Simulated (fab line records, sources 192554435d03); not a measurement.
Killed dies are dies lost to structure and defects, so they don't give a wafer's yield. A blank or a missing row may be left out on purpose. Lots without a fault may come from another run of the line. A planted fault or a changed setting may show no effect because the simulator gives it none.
fab line records | flow n5_finfet
record lots=5 wafers=15 last_day=19
route steps=1938 shown DUMMY_GATE@228 BEOL_M4@1111 PASSIVATION@1936
lots that met no fault: from a run of the same line without faults
start_h: hours from the record's first day to the start of the lot's first wafer shown | wait_h: hours since the lot's step before | " the same as in the row above | L1.1+2: a row that stands for several wafers | - no value, or no start given | * or withheld: withheld | < > ~ a bound
route shown NAME@n: a module of which the file shows steps, and the number in the route of the first | usual: mean/standard deviation of fault-free wafers | same: alike in all rows | chamber/n: place in a boat | sites: the reading at each site | _std_site: their standard deviation | _edge_site: outer sites' mean less inner sites' | radius_mm: how far each site lies from the wafer's centre | mask NAME#n: copy n | behind: the tool/chamber that last shaped the wafer | hold: why the lot was held/for how many hours/how that ended | device: the transistor (n, p or np) that didn't switch | end of line: the same wafers' tests at the end of the route | a step without rows: its recipe alone | killed: dies lost to structure and defects at the first sort, not the wafer's yield | map: a wafer's dies, x killed, . not, _ none there
set.NAME: the setting as run; set.NAME@STEP: as run at that earlier step | model.NAME: the simulator's own value behind a step, which no gauge read
lots at some steps of the route; a table a step, a row a wafer
services: from which hour (start_h, from the record's first day; less than 0 if before it) a tool's chamber was out of use, for how many hours, and why
## steps
# step N5_DUMMY_GATE_EXPOSE_12
# recipe mask_id=GATE na=0.33 source_shape=annular sigma_inner=0.2 sigma_outer=0.6 polarization=unpolarized target_cd_nm=25 dose_mj=34
# step N5_DUMMY_GATE_PEB_13
# recipe peb_temp_c=100 peb_time_s=60 resist=CAR-EUV
# step N5_DUMMY_GATE_DEVELOP_14
# recipe develop_time_s=30 developer=TMAH resist=CAR-EUV rinse_liquid=surfactant_rinse dry=air_spin dev_temp_c=23
# step N5_DUMMY_GATE_DESCUM_20
# recipe chemistry=O2 time_s=6.2 source_power_w=50 bias_power_w=20 pressure_mtorr=20 rf_frequency_hz=2.712e+07 temp_c=40 resist=CAR-EUV o2_flow_sccm=225
# step N5_DUMMY_GATE_ETCH_29
# recipe chemistry=N2/H2 target=underlayer target_depth_a=130 ion_energy_ev=200 pressure_mtorr=30 source_w=840 bias_w=150 n2_flow_sccm=200 h2_flow_sccm=200
# step N5_DUMMY_GATE_ETCH_36
# recipe chemistry=CF4 target=SiARC target_depth_a=130 pressure_mtorr=40 source_w=545 bias_w=36 Ar_flow_sccm=100 cf4_flow_sccm=100 ion_energy_ev=80
# step N5_DUMMY_GATE_ETCH_37
# recipe chemistry=N2/H2 target=SOC target_depth_a=600 overetch_a=300 temp_c=40 ion_energy_ev=200 pressure_mtorr=30 source_w=840 bias_w=150 n2_flow_sccm=200 h2_flow_sccm=200
# step N5_DUMMY_GATE_STRIP_38
# recipe chemistry=N2/H2 temp_c=40 n2_flow_sccm=200 h2_flow_sccm=200 rf_frequency_hz=6e+07
# step N5_DUMMY_GATE_STRIP_39
# recipe chemistry=N2/H2 temp_c=40 n2_flow_sccm=200 h2_flow_sccm=200 rf_frequency_hz=6e+07
# step N5_DUMMY_GATE_TRIM_49
# recipe chemistry=O2 resist=SOC time_s=29 target_cd_nm=14 source_power_w=300 bias_power_w=0 O2_flow_sccm=100 temp_c=20
# usual O2_flow_sccm=100.0/0.31 bias_power_w=0/0 drypump_motor_current_A=5.5/0.36 oes_product_au=0.998/0.015 temp_c=20.00/0.096 throttle_valve_pct=8.08/0.13
# columns lot.wafer tool chamber start_h wait_h O2_flow_sccm bias_power_w drypump_motor_current_A oes_product_au rf_hours_counter_h temp_c throttle_valve_pct model.DUMMY_GATE.cd_nm
L323.1 rie_si-02 3 101.68 0.0 - - - - - - - 23
L323.3 " 1 " " - - - - - - - 23.2
L323.4 " 0 " " - - - - - - - 23
L324.2 rie_si-04 1 108.18 0.0 - - - - - - - 23.2
L324.5 " 3 " " - - - - - - - 23
L324.6 " 0 " " - - - - - - - 23
L325.3 rie_si-04 2 112.03 0.0 - - - - - - - 23
L325.4 " 3 " " - - - - - - - 23
L325.6 " 2 " " - - - - - - - 23
L334.1 rie_si-04 0 167.96 0.0 99.8 0 4.9 0.980 68 19.97 8.11 14.2
L334.4 " 1 " " 99.7 0 5.9 1.009 8 19.97 7.96 14.4
L334.6 " 1 " " 100.0 0 5.9 1.011 - 20.05 7.95 14.2
L337.2 rie_si-05 3 184.13 0.0 99.9 0 5.6 1.009 8 19.95 8.17 14.2
L337.3 " 0 " " 100.3 0 5.9 1.016 10 20.02 7.79 14
L337.5 " 3 " " 100.3 0 5.6 1.018 - 20.05 8.18 13.8
# step N5_DUMMY_GATE_STRIP_40
# recipe chemistry=CF4 resist=SiARC power_w=300 bias_power_w=75 pressure_mtorr=50 cf4_flow_sccm=150 rf_frequency_hz=6e+07
# step N5_DUMMY_GATE_CD_MEAS_50
# recipe target_cd_nm=14
# usual cd_nm=14.02/0.29
# columns lot.wafer tool chamber start_h wait_h cd_nm
L323.1 cd_sem-02 - 101.82 0.0 23.00
L323.3 " - " " 23.11
L323.4 " - " " 22.68
L324.2 cd_sem-03 - 108.33 0.0 23.31
L324.5 " - " " 22.85
L324.6 " - " " 22.83
L325.3 cd_sem-01 - 112.19 0.0 22.83
L325.4 " - " " 23.03
L325.6 " - " " 23.12
L334.1 cd_sem-03 - 168.11 0.0 13.82
L334.4 " - " " 14.39
L334.6 " - " " 14.31
L337.2 cd_sem-02 - 184.30 0.0 14.15
L337.3 " - " " 14.20
L337.5 " - " " 13.56
# step N5_DUMMY_GATE_ETCH_31
# recipe chemistry=C4F6/O2 target=SiO2 mask_material=SOC target_depth_a=825 time_s=27.5 ion_energy_ev=250 pressure_mtorr=30 source_w=345 bias_w=185 Ar_flow_sccm=300 C4F6_flow_sccm=10 O2_flow_sccm=10
# step N5_DUMMY_GATE_STRIP_41
# recipe chemistry=O2 power_w=400 temp_c=40 pressure_mtorr=30 rf_frequency_hz=6e+07 bias_power_w=0 overash_fraction=0.3 o2_flow_sccm=225
# step N5_DUMMY_GATE_HM_OPEN_21
# recipe chemistry=CH3F/O2 target=SiNx target_depth_a=1200 Ar_flow_sccm=150 CH3F_flow_sccm=30 O2_flow_sccm=23 time_s=171.4 pressure_mtorr=30 source_w=395 bias_w=73 ion_energy_ev=120.7
# step N5_DUMMY_GATE_ETCH_32
# recipe chemistry=CF4 target=SiO2 target_depth_a=35 time_s=3.9 ion_energy_ev=350 pressure_mtorr=10 icp_w=800 bias_w=400 cf4_flow_sccm=80
# step N5_DUMMY_GATE_ETCH_23
# recipe chemistry=HBr/Cl2/O2 HBr_flow_sccm=150 Cl2_flow_sccm=80 O2_flow_sccm=12 bias_w=102 target_depth_a=410 time_s=22.3 target=poly-Si mask_material=SiO2 pressure_mtorr=10 icp_w=800
# step N5_DUMMY_GATE_ETCH_44
# recipe chemistry=HBr/O2 over_etch_frac=0.7 target_depth_a=1275 stop_on=SiO2 ion_energy_ev=60 bias_w=20 target=poly-Si mask_material=SiO2 pressure_mtorr=20 icp_w=400 HBr_flow_sccm=120 O2_flow_sccm=10
# step N5_DUMMY_GATE_CD_MEAS_24
# recipe target_cd_nm=15
# usual cd_nm=15.1/0.33
# columns lot.wafer tool chamber start_h wait_h cd_nm
L323.1 cd_sem-03 - 102.32 0.1 24.0
L323.3 " - " " 24.2
L323.4 " - " " 24.2
L324.2 cd_sem-03 - 108.83 0.1 23.9
L324.5 " - " " 24.3
L324.6 " - " " 23.9
L325.3 cd_sem-01 - 112.68 0.1 24.4
L325.4 " - " " 24.0
L325.6 " - " " 24.0
L334.1 cd_sem-03 - 168.62 0.1 15.4
L334.4 " - " " 15.7
L334.6 " - " " 15.1
L337.2 cd_sem-03 - 184.91 0.1 15.0
L337.3 " - " " 14.9
L337.5 " - " " 14.8
# step N5_DUMMY_GATE_ETCH_42
# recipe chemistry=CHF3/O2 target=SiO2 target_depth_a=35 time_s=31 ion_energy_ev=30 bias_w=12 pressure_mtorr=30 source_w=600 Ar_flow_sccm=200 CHF3_flow_sccm=50 O2_flow_sccm=5
# usual drypump_motor_current_A=5.2/0.39 oes_product_au=0.78/0.059 rf_vpp_V=42.8/0.91 showerhead_plenum_p_Torr=2.50/0.054 throttle_valve_pct=18.79/0.25
# columns lot.wafer tool chamber start_h wait_h drypump_motor_current_A oes_product_au rf_hours_counter_h rf_vpp_V showerhead_plenum_p_Torr throttle_valve_pct model.DUMMY_GATE.cd_nm
L323.1 rie_diel-04 0 102.37 0.0 6.1 0.71 223 43.2 2.48 19.06 24
L323.3 " 3 " " 5.6 0.79 115 42.8 2.42 18.60 24.4
L323.4 " 2 " " 5.5 0.74 166 42.3 2.41 18.84 24.2
L324.2 rie_diel-02 2 109.18 0.4 4.8 0.88 54 41.8 2.55 19.16 24.2
L324.5 " 3 " " 5.5 0.85 - 42.0 2.54 18.53 24.2
L324.6 " 2 " " 4.8 0.87 - 43.4 2.55 19.15 24
L325.3 rie_diel-02 1 112.72 0.0 5.0 0.77 128 44.0 2.52 18.55 24.2
L325.4 " 3 " " 5.5 0.85 62 43.1 2.54 18.50 24.2
L325.6 " 1 " " 5.1 0.77 - 42.0 2.52 18.54 24
L334.1 rie_diel-02 2 168.67 0.0 4.8 0.85 69 42.7 2.54 19.17 15.4
L334.4 " 1 " " 5.0 0.77 - 43.8 2.52 18.57 15.8
L334.6 " 0 " " 5.0 0.70 - 41.3 2.49 18.93 15.4
L337.2 rie_diel-02 3 185.00 0.1 5.5 0.81 79 42.8 2.53 18.54 15
L337.3 " 2 " " 4.8 0.84 75 43.0 2.54 19.19 14.8
L337.5 " 3 " " 5.5 0.81 - 42.0 2.53 18.53 14.6
# step N5_DUMMY_GATE_STRIP_48
# recipe chemistry=N2/H2 time_s=20 power_w=100 temp_c=40 pressure_mtorr=100 rf_frequency_hz=6e+07 bias_power_w=3 n2_flow_sccm=300 h2_flow_sccm=300
# step N5_BEOL_M4_RC_MEAS_101
# usual DIBL_N=36.3/1.2 DIBL_P=36.3/1.4 IOFF_N=0.160/0.02 IOFF_P=0.210/0.025 ION_N=675/9.5 ION_P=462/7 SS_N=71.5/0.53 SS_P=73.4/0.55 VT_N=249.5/2.6 VT_P=-250.1/2.9
# columns lot.wafer tool chamber start_h wait_h DIBL_N[mV/V] DIBL_P[mV/V] IOFF_N[nA/um] IOFF_P[nA/um] ION_N[uA/um] ION_P[uA/um] SS_N[mV/dec] SS_P[mV/dec] VT_N[mV] VT_P[mV]
L334.1 prober-01 0 334.37 0.0 34.5 34.8 0.144 0.179 673 456 70.2 71.9 251.6 -254.8
L334.4 " 0 " " 35.2 36.1 0.167 0.198 684 467 70.8 73.4 247.0 -250.6
L334.6 " 0 " " 35.2 35.1 0.160 0.185 675 458 71.4 72.3 249.6 -254.0
L337.2 prober-01 0 356.15 0.2 36.0 37.3 0.190 0.201 660 448 72.0 72.8 247.1 -254.9
L337.3 " 0 " " 35.3 37.3 0.179 0.207 670 450 71.0 73.1 247.2 -250.9
L337.5 " 0 " " 36.7 38.6 0.202 0.221 684 455 71.5 73.9 247.4 -252.8
# step N5_PASSIVATION_PROBE_49
# usual killed_at_M0_to_M3=36/11 killed_at_M4_up=13/5.1 killed_at_contacts=14/4.9 killed_at_front_end=41/10 killed_at_other=3.4/2.6 killed_dies=107/16 killed_on_rim=14/4 killed_open=70/11 killed_short=36/7.8
# same gross_dies=1180 killed_at_back_side=0
# columns lot.wafer tool chamber start_h wait_h killed_at_M0_to_M3 killed_at_M4_up killed_at_contacts killed_at_front_end killed_at_other killed_dies killed_on_rim killed_open killed_short
L323.1 prober-01 - 363.76 0.0 21 27 13 1113 6 1180 152 67 38
L323.3 prober-01 - 363.86 0.1 24 8 4 1138 6 1180 152 73 34
L323.4 prober-01 - 363.91 0.2 24 12 15 1126 3 1180 152 68 28
L324.2 prober-02 - 369.17 0.1 24 4 12 1140 0 1180 152 66 40
L324.5 prober-02 - 369.32 0.2 38 15 20 1100 7 1180 152 86 37
L324.6 prober-02 - 369.37 0.3 22 8 20 1128 2 1180 152 62 38
L325.3 prober-01 - 385.24 0.1 38 18 11 1112 1 1180 152 94 34
L325.4 prober-01 - 385.29 0.2 48 9 11 1111 1 1180 152 94 34
L325.6 prober-01 - 385.39 0.3 28 18 10 1120 4 1180 152 67 38
# killed by level:class
L323.1 DUMMY_GATE:area_expose=1072 BEOL_M4:geometric_particle:open=16 MOL_CONTACT_COAG:geometric_particle:open=11 FIN_SAQP:geometric_particle:short=8 FIN_SAQP:geometric_particle:open=7 BEOL_M3:geometric_particle:open=5 STARTING-WAFER:geometric_particle:open=5 BEOL_M2:geometric_particle:short=4
L323.3 DUMMY_GATE:area_expose=1069 FIN_SAQP:geometric_particle:open=24 FIN_SAQP:geometric_particle:short=16 BEOL_M1:geometric_particle:open=8 STI_FIN_REVEAL:geometric_particle:open=7 BEOL_M3:geometric_particle:open=7 GATE_CUT:geometric_particle:short=4 BEOL_M4:geometric_particle:open=4
L323.4 DUMMY_GATE:area_expose=1083 MOL_CONTACT_COAG:geometric_particle:open=12 FIN_SAQP:geometric_particle:open=10 BEOL_M3:geometric_particle:open=9 BEOL_M4:geometric_particle:open=8 STI_FIN_REVEAL:geometric_particle:open=7 FIN_SAQP:geometric_particle:short=6 GATE_CUT:geometric_particle:short=5
L324.2 DUMMY_GATE:area_expose=1074 FIN_SAQP:geometric_particle:open=21 FIN_SAQP:geometric_particle:short=21 MOL_CONTACT_COAG:geometric_particle:open=11 GATE_CUT:geometric_particle:short=5 GATE_CUT:geometric_particle:open=5 BEOL_M2:geometric_particle:open=5 STI_FIN_REVEAL:geometric_particle:open=4
L324.5 DUMMY_GATE:area_expose=1055 FIN_SAQP:geometric_particle:open=18 MOL_CONTACT_COAG:geometric_particle:open=17 BEOL_M0_SAQP:geometric_particle:short=11 FIN_SAQP:geometric_particle:short=10 BEOL_M0_SAQP:geometric_particle:open=9 BEOL_M1:geometric_particle:open=7 BEOL_M4:geometric_particle:open=7
L324.6 DUMMY_GATE:area_expose=1080 MOL_CONTACT_COAG:geometric_particle:open=18 FIN_SAQP:geometric_particle:short=16 FIN_SAQP:geometric_particle:open=14 BEOL_M3:geometric_particle:open=5 STI_FIN_REVEAL:geometric_particle:open=5 BEOL_M2:geometric_particle:open=4 BEOL_M0_SAQP:geometric_particle:open=3
L325.3 DUMMY_GATE:area_expose=1050 FIN_SAQP:geometric_particle:open=22 STI_FIN_REVEAL:geometric_particle:open=13 BEOL_M0_SAQP:geometric_particle:open=11 BEOL_M0_SAQP:geometric_particle:short=10 BEOL_M4:geometric_particle:open=9 MOL_CONTACT_COAG:geometric_particle:open=8 BEOL_M3:geometric_particle:open=7
L325.4 DUMMY_GATE:area_expose=1052 STI_FIN_REVEAL:geometric_particle:open=28 BEOL_M0_SAQP:geometric_particle:short=13 BEOL_M0_SAQP:geometric_particle:open=11 FIN_SAQP:geometric_particle:open=10 MOL_CONTACT_COAG:geometric_particle:open=10 BEOL_M2:geometric_particle:open=10 BEOL_M3:geometric_particle:open=6
L325.6 DUMMY_GATE:area_expose=1073 FIN_SAQP:geometric_particle:open=11 STI_FIN_REVEAL:geometric_particle:open=11 BEOL_M2:geometric_particle:open=8 BEOL_M4:geometric_particle:open=7 MOL_CONTACT_COAG:geometric_particle:open=6 GATE_CUT:geometric_particle:short=5 BEOL_M1:geometric_particle:open=5
# map L323.1 (x killed, . not)
_________________xxxxxxxxxxxx________________
______________xxxxxxxxxxxxxxxxxx_____________
___________xxxxxxxxxxxxxxxxxxxxxxxx__________
__________xxxxxxxxxxxxxxxxxxxxxxxxxx_________
________xxxxxxxxxxxxxxxxxxxxxxxxxxxxxx_______
_______xxxxxxxxxxxxxxxxxxxxxxxxxxxxxxxx______
______xxxxxxxxxxxxxxxxxxxxxxxxxxxxxxxxxx_____
_____xxxxxxxxxxxxxxxxxxxxxxxxxxxxxxxxxxxx____
____xxxxxxxxxxxxxxxxxxxxxxxxxxxxxxxxxxxxxx___
___xxxxxxxxxxxxxxxxxxxxxxxxxxxxxxxxxxxxxxxx__
___xxxxxxxxxxxxxxxxxxxxxxxxxxxxxxxxxxxxxxxx__
__xxxxxxxxxxxxxxxxxxxxxxxxxxxxxxxxxxxxxxxxxx_
__xxxxxxxxxxxxxxxxxxxxxxxxxxxxxxxxxxxxxxxxxx_
_xxxxxxxxxxxxxxxxxxxxxxxxxxxxxxxxxxxxxxxxxxxx
_xxxxxxxxxxxxxxxxxxxxxxxxxxxxxxxxxxxxxxxxxxxx
_xxxxxxxxxxxxxxxxxxxxxxxxxxxxxxxxxxxxxxxxxxxx
_xxxxxxxxxxxxxxxxxxxxxxxxxxxxxxxxxxxxxxxxxxxx
_xxxxxxxxxxxxxxxxxxxxxxxxxxxxxxxxxxxxxxxxxxxx
_xxxxxxxxxxxxxxxxxxxxxxxxxxxxxxxxxxxxxxxxxxxx
_xxxxxxxxxxxxxxxxxxxxxxxxxxxxxxxxxxxxxxxxxxxx
_xxxxxxxxxxxxxxxxxxxxxxxxxxxxxxxxxxxxxxxxxxxx
__xxxxxxxxxxxxxxxxxxxxxxxxxxxxxxxxxxxxxxxxxx_
__xxxxxxxxxxxxxxxxxxxxxxxxxxxxxxxxxxxxxxxxxx_
___xxxxxxxxxxxxxxxxxxxxxxxxxxxxxxxxxxxxxxxx__
___xxxxxxxxxxxxxxxxxxxxxxxxxxxxxxxxxxxxxxxx__
____xxxxxxxxxxxxxxxxxxxxxxxxxxxxxxxxxxxxxx___
_____xxxxxxxxxxxxxxxxxxxxxxxxxxxxxxxxxxxx____
______xxxxxxxxxxxxxxxxxxxxxxxxxxxxxxxxxx_____
_______xxxxxxxxxxxxxxxxxxxxxxxxxxxxxxxx______
________xxxxxxxxxxxxxxxxxxxxxxxxxxxxxx_______
__________xxxxxxxxxxxxxxxxxxxxxxxxxx_________
___________xxxxxxxxxxxxxxxxxxxxxxxx__________
______________xxxxxxxxxxxxxxxxxx_____________
_________________xxxxxxxxxxxx________________
# map L324.2 (x killed, . not)
_________________xxxxxxxxxxxx________________
______________xxxxxxxxxxxxxxxxxx_____________
___________xxxxxxxxxxxxxxxxxxxxxxxx__________
__________xxxxxxxxxxxxxxxxxxxxxxxxxx_________
________xxxxxxxxxxxxxxxxxxxxxxxxxxxxxx_______
_______xxxxxxxxxxxxxxxxxxxxxxxxxxxxxxxx______
______xxxxxxxxxxxxxxxxxxxxxxxxxxxxxxxxxx_____
_____xxxxxxxxxxxxxxxxxxxxxxxxxxxxxxxxxxxx____
____xxxxxxxxxxxxxxxxxxxxxxxxxxxxxxxxxxxxxx___
___xxxxxxxxxxxxxxxxxxxxxxxxxxxxxxxxxxxxxxxx__
___xxxxxxxxxxxxxxxxxxxxxxxxxxxxxxxxxxxxxxxx__
__xxxxxxxxxxxxxxxxxxxxxxxxxxxxxxxxxxxxxxxxxx_
__xxxxxxxxxxxxxxxxxxxxxxxxxxxxxxxxxxxxxxxxxx_
_xxxxxxxxxxxxxxxxxxxxxxxxxxxxxxxxxxxxxxxxxxxx
_xxxxxxxxxxxxxxxxxxxxxxxxxxxxxxxxxxxxxxxxxxxx
_xxxxxxxxxxxxxxxxxxxxxxxxxxxxxxxxxxxxxxxxxxxx
_xxxxxxxxxxxxxxxxxxxxxxxxxxxxxxxxxxxxxxxxxxxx
_xxxxxxxxxxxxxxxxxxxxxxxxxxxxxxxxxxxxxxxxxxxx
_xxxxxxxxxxxxxxxxxxxxxxxxxxxxxxxxxxxxxxxxxxxx
_xxxxxxxxxxxxxxxxxxxxxxxxxxxxxxxxxxxxxxxxxxxx
_xxxxxxxxxxxxxxxxxxxxxxxxxxxxxxxxxxxxxxxxxxxx
__xxxxxxxxxxxxxxxxxxxxxxxxxxxxxxxxxxxxxxxxxx_
__xxxxxxxxxxxxxxxxxxxxxxxxxxxxxxxxxxxxxxxxxx_
___xxxxxxxxxxxxxxxxxxxxxxxxxxxxxxxxxxxxxxxx__
___xxxxxxxxxxxxxxxxxxxxxxxxxxxxxxxxxxxxxxxx__
____xxxxxxxxxxxxxxxxxxxxxxxxxxxxxxxxxxxxxx___
_____xxxxxxxxxxxxxxxxxxxxxxxxxxxxxxxxxxxx____
______xxxxxxxxxxxxxxxxxxxxxxxxxxxxxxxxxx_____
_______xxxxxxxxxxxxxxxxxxxxxxxxxxxxxxxx______
________xxxxxxxxxxxxxxxxxxxxxxxxxxxxxx_______
__________xxxxxxxxxxxxxxxxxxxxxxxxxx_________
___________xxxxxxxxxxxxxxxxxxxxxxxx__________
______________xxxxxxxxxxxxxxxxxx_____________
_________________xxxxxxxxxxxx________________
## services
# columns tool chamber start_h hours kind
rie_diel-04 3 87.56 2.5 repair
rie_diel-02 0 100.91 6.0 repair
rie_si-04 2 107.10 1.5 repair
rie_diel-02 2 137.47 6.3 repair
rie_diel-02 3 164.68 12.2 repair
rie_diel-04 1 180.16 11.0 repair
## key
first_sign step=N5_DUMMY_GATE_TRIM_49 reading=tool_record direction=missing
effect step=N5_DUMMY_GATE_CD_MEAS_50 reading=cd_nm direction=up sigmas=31 usual=14.02 struck=22.97
effect step=N5_DUMMY_GATE_CD_MEAS_24 reading=cd_nm direction=up sigmas=27 usual=15.1 struck=24.1
effect step=N5_PASSIVATION_PROBE_49 reading=killed_at_front_end direction=up sigmas=99+ usual=41 struck=1121
model_effect step=N5_DUMMY_GATE_TRIM_49 value=DUMMY_GATE.cd_nm without=14.02 struck=23.04
model_effect step=N5_DUMMY_GATE_ETCH_42 value=DUMMY_GATE.cd_nm without=15.11 struck=24.16
met_at N5_DUMMY_GATE_TRIM_49
struck_wafers L323.1,L323.3,L323.4,L324.2,L324.5,L324.6,L325.3,L325.4,L325.6
later_rows_left_out L323.1,L323.3,L323.4,L324.2,L324.5,L324.6,L325.3,L325.4,L325.6
tester_left_out L323,L324,L325
fault kind=skipped_step_whole tool=rie_si-02,rie_si-04 chamber=- onset_h=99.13 steps=N5_DUMMY_GATE_TRIM_49 scope=struck_lots_only
# tester_left_out: of these lots the tester's yield and bins aren't shown, on N5 and GAA mostly nor the transistor test; their killed dies are dies lost to structure and defects alone, not to doping, threshold or leakage, so they don't give the yield
# later_rows_left_out: the simulator's readings of these wafers behind a module that went badly wrong aren't trusted and aren't shown, but for the sort
